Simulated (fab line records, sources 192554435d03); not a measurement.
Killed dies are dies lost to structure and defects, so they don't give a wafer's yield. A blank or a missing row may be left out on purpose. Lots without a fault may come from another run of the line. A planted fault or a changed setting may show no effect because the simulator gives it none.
Chamber matching | flow n5_finfet | N5_BEOL_M13_DESCUM_33 on rie_diel-01: 4 sister chambers
The step chemistry O2, time 7.9 s. 18 wafers are shown with their chamber, then 9 later ones without.

WAFERS WITH THEIR CHAMBER
wafer  | chamber | showerhead_plenum_p_Torr (Torr) | drypump_motor_current_A (A) | throttle_valve_pct (%)
L075.2 | 1       | 2.07                            | 5.5                         | 20.58
L075.4 | 1       | 2.07                            | 5.5                         | 20.58
L075.6 | 2       | 1.99                            | 6.3                         | 20.34
L077.1 | 0       | 2.08                            | 5.7                         | 20.55
L077.2 | 3       | 2.08                            | 5.4                         | 20.51
L077.6 | 2       | 1.99                            | 6.2                         | 20.33
L078.1 | 0       | 2.08                            | 5.6                         | 20.57
L078.4 | 3       | 2.08                            | 5.5                         | 20.51
L078.6 | 1       | 2.07                            | 5.5                         | 20.59
L082.1 | 2       | 1.98                            | 6.3                         | 20.36
L082.3 | 1       | 2.06                            | 5.5                         | 20.62
L082.5 | 3       | 2.07                            | 5.4                         | 20.53
L085.1 | 2       | 1.98                            | 6.3                         | 20.38
L085.2 | 3       | 2.07                            | 5.4                         | 20.54
L085.6 | 1       | 2.06                            | 5.4                         | 20.61
L084.1 | 2       | 1.98                            | 6.2                         | 20.36
L084.3 | 3       | 2.07                            | 5.4                         | 20.53
L084.4 | 0       | 2.08                            | 5.6                         | 20.07

SIGNATURES (means of the wafers above)
reading                  | chamber 0 | chamber 1 | chamber 2 | chamber 3 | scatter within a chamber
showerhead_plenum_p_Torr | 2.0800    | 2.0660    | 1.9840    | 2.0740    | 0.00507
drypump_motor_current_A  | 5.633     | 5.480     | 6.260     | 5.420     | 0.0498
throttle_valve_pct       | 20.3967   | 20.5960   | 20.3540   | 20.5240   | 0.108
Rule: a wafer's distance from a chamber is the root of the sum, over the readings, of the square of ((its reading less the chamber's mean) divided by the reading's scatter). The wafer belongs to the nearest chamber; if the next one is less than 2 further off, it can't be placed. The scatter: the root of (the sum of the squares of (reading less its chamber's mean) over the shown wafers, divided by (wafers less chambers)).

WAFERS WITHOUT THEIR CHAMBER
wafer  | showerhead_plenum_p_Torr (Torr) | drypump_motor_current_A (A) | throttle_valve_pct (%)
L087.1 | 1.98                            | 6.3                         | 20.37
L087.2 | 2.08                            | 5.6                         | 20.07
L087.3 | 2.07                            | 5.4                         | 20.54
L094.2 | 1.98                            | 6.2                         | 20.40
L094.3 | 2.06                            | 5.4                         | 20.58
L094.5 | 2.08                            | 5.6                         | 20.09
L093.1 | 2.07                            | 5.6                         | 20.09
L093.2 | 2.06                            | 5.4                         | 20.57
L093.3 | 1.97                            | 6.3                         | 20.39

WHICH CHAMBER EACH WENT THROUGH
wafer  | from the rows above          | in truth
L087.1 | 2                            | 2
L087.2 | 0                            | 0
L087.3 | can't be placed: 3 or 1      | 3
L094.2 | 2                            | 2
L094.3 | can't be placed: 1 or 3      | 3
L094.5 | 0                            | 0
L093.1 | can't be placed: 0 or 1 or 3 | 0
L093.2 | can't be placed: 1 or 3      | 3
L093.3 | 2                            | 2
Placed correctly: 5 of 9. Can't be placed from these rows: 4 (the true chamber is among the candidates in 4). Placed wrongly: 0.
